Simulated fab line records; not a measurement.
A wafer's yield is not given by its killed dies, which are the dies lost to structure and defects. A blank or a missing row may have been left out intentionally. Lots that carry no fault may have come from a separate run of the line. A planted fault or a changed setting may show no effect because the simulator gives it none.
Which of the tools did it? ; flow n5Finfet ; 10 lots with 28 wafers sampled at 2 steps, on a route of 1938 steps

WHAT EACH GAUGE READ, for each wafer
N5_MOL_CONTACT_COAG_CD_MEAS_84: the cd target is 25.1 nm.
lot;measured;on;cdNm (nm)
L632;day 6 04:02;cdSem-02;24.86 24.86 25.41
L629;day 6 10:15;cdSem-02;25.17 24.95 25.49
L634;day 6 10:44;cdSem-02;25.50 24.74 25.61
L636;day 6 17:05;cdSem-01;25.18 25.21 25.29
L637;day 7 02:22;cdSem-02;25.27 25.06 25.18
L642;day 8 16:12;cdSem-03;25.21 25.26
L649;day 10 03:28;cdSem-01;24.92 25.28
L650;day 10 12:23;cdSem-01;25.09 25.18 25.06
L651;day 10 20:34;cdSem-02;25.22 25.52 25.53
L652;day 11 03:00;cdSem-01;25.17 25.34 25.35

WHAT TOOL EACH LOT RAN ON (gives the tool, then ch and the chambers of the sampled wafers, and finally the start)
lot;N5_MOL_CONTACT_COAG_ALD_123
L632;aldSin-01 ch 0,1,2, day 6 03:05
L629;aldSin-03 ch 0,1, day 6 09:25
L634;aldSin-03 ch 2,3, day 6 09:53
L636;aldSin-03 ch 0,2, day 6 16:04
L637;aldSin-03 ch 0,1,2, day 7 01:23
L642;aldSin-03 ch 3, day 8 15:22
L649;aldSin-03 ch 0, day 10 02:38
L650;aldSin-03 ch 0,1,3, day 10 11:25
L651;aldSin-03 ch 1,2,3, day 10 19:41
L652;aldSin-02 ch 1,3, day 11 02:09
- N5_MOL_CONTACT_COAG_ALD_123: deposits SiNx, target thk 5 nm, pulse time 1 s, purge time 2 s.

THE ANSWER, worked out from the rows above alone
Rule: what is usual is taken from the lots themselves. Put in order of their means at a reading, lots are off if they are a third of the lots or fewer, leave a main group of 4 or more, and stand apart from it by a gap of 3 or more times the standard deviation of the main group's means; of several such gaps the widest counts. The tables above print the reading to a certain number of digits; a main group whose means all agree to those digits is not used. A lot without any number at a reading at which 4 lots or more have one is off too. Any other lot the step has rows for is counted as sound.
No lot is off on any of the readings shown, so nothing can be concluded from this.

WHAT THE SIMULATOR HAD INSERTED
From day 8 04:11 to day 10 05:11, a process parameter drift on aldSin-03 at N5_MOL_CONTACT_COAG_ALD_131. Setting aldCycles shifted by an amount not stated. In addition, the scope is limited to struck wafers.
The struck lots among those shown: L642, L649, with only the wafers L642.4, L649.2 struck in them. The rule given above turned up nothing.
